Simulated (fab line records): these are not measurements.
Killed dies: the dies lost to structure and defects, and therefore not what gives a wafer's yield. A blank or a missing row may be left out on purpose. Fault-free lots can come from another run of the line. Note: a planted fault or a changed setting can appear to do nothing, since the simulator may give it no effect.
A struck lot beside a sound one :: flow n5_finfet :: 16 steps out of a route of 1938
Sound: wafers L516.2, L516.3, L516.6. Struck: wafer L527.1 (L527.2, L527.4, from the same lot, were not struck and are left out); the cause is given at the end.
Each step with rows lists, per side, the tool, then ch with its chambers, then its first start. Under that, the readings that differ: sound wafers :: struck wafers :: difference of the means :: sigmas: that difference in standard deviations of wafers without a fault.
alike: readings with means less than 2 such deviations apart, plus words and numbers identical on both sides. not compared: withheld readings, readings lacking a value on some wafer, bounds such as >300 that could conceal the same value, and numbers that have no deviation in the record and whose values overlap.
The two part at a step that has a row with sigmas, a row that says differs or no value, or rows on one side only. Numbers that don't overlap but have no deviation are shown without sigmas and don't part them. A reading that every wafer of one side lacks parts them only if that side has two wafers or more.

first, 8 steps without rows for these wafers: N5_HKMG_FIN_COAT_41 (time 60 s, resist thk 300 nm); N5_HKMG_FIN_COAT_42 (time 60 s, resist thk 35 nm); N5_HKMG_FIN_COAT_43 (resist thk 90 nm); N5_HKMG_FIN_EBR_45; N5_HKMG_FIN_SOFTBAKE_44 (time 60 s); N5_HKMG_FIN_EXPOSE_46 (exposes mask NDIPOLE); N5_HKMG_FIN_PEB_47 (peb time 60 s); N5_HKMG_FIN_DEVELOP_48 (develop time 30 s).
N5_HKMG_FIN_CD_MEAS_49 targets a cd of 202 nm.
  sound on cd_sem-01 ch 0, day 3 23:31; struck on cd_sem-03 ch 0, day 6 18:49
reading: cd_nm (nm)
sound: 201.2 202.0 201.3
struck: 203.0
difference: +1.5
sigmas: +3
N5_HKMG_FIN_OVL_MEAS_50:
  sound on overlay-02 ch 0, day 3 23:32; struck on overlay-02 ch 0, day 6 18:51
  alike: NDIPOLE_OVL
N5_HKMG_FIN_INSPECT_61: inspects for defects (macro).
  sound: defect_inspect-02 at day 3 23:34; struck: defect_inspect-02 at day 6 18:53
  alike: raw_defect_count
N5_HKMG_FIN_DESCUM_53: chemistry O2, time 7.9 s.
  sound on rie_diel-03 ch 0,1,2, day 3 23:35; struck on rie_diel-04 ch 1, day 6 19:02
  alike: drypump_motor_current_A, oes_product_au, rf_vpp_V, showerhead_plenum_p_Torr, throttle_valve_pct
  not compared: rf_hours_counter_h
N5_HKMG_FIN_ETCH_54: etches SiARC in CF4, target depth 45.5 nm, time 75.8 s.
  sound on rie_diel-03 ch 0,1,2, day 3 23:38; struck on rie_diel-04 ch 1, day 6 19:04
reading: etch_rf_on_time_s (s)
sound: 75.5 75.6 73.7
struck: 50.4
difference: -24.5
sigmas: -20

reading: rf_fwd_power_W (W)
sound: 540.3 539.1 539.5
struck: 867.1
difference: +327.5
sigmas: +99 or more

reading: rf_vpp_V (V)
sound: 183.1 183.7 182.9
struck: 156.8
difference: -26.4
sigmas: -24
  alike: drypump_motor_current_A, oes_product_au, showerhead_plenum_p_Torr, throttle_valve_pct
  not compared: rf_hours_counter_h
N5_HKMG_FIN_ETCH_55: etches SOC in N2/H2, target depth 240 nm, time 300 s.
  sound on rie_diel-03 ch 0,1,2, day 3 23:41; struck on rie_diel-04 ch 1, day 6 19:07
  alike: drypump_motor_current_A, oes_product_au, rf_fwd_power_W, rf_vpp_V, showerhead_plenum_p_Torr, throttle_valve_pct
  not compared: rf_hours_counter_h
-- record jumps: 4 days separate the struck wafers' starts on either side; left off in module HKMG_FIN, taken up again in module BEOL_M4, whose first shown step is the route's number 1111 --
N5_BEOL_M4_RC_MEAS_101:
  sound on prober-01 ch 0, day 7 23:43; struck on prober-02 ch 0, day 10 22:37
reading: VT_N (mV)
sound: 250 244 249
struck: 254
difference: +6
sigmas: +2
  alike: DIBL_N, DIBL_P, IOFF_N, IOFF_P, ION_N, ION_P, SS_N, SS_P, VT_P
-- here the record skips 5 days between the struck wafers' starts before and after, leaving off in module BEOL_M4 and picking up in module PASSIVATION (first step shown: number 1936 of the route) --
N5_PASSIVATION_PROBE_49:
  sound: prober-02 at day 12 18:58; struck: prober-02 at day 15 10:38
  alike: defect_limited_yield, killed_at_M0_to_M3, killed_at_M4_up, killed_at_contacts, killed_at_front_end, killed_at_other, killed_dies, killed_open, killed_short, sort_bin_5_function, sort_bin_6_memory, sort_n_pass, sort_yield_pct

== WHERE THEY PART ==
At N5_HKMG_FIN_CD_MEAS_49 first; at N5_BEOL_M4_RC_MEAS_101 last (within this record only). Later steps at which nothing parts them and some readings are alike: N5_PASSIVATION_PROBE_49.

WHY: the cause the simulator had injected
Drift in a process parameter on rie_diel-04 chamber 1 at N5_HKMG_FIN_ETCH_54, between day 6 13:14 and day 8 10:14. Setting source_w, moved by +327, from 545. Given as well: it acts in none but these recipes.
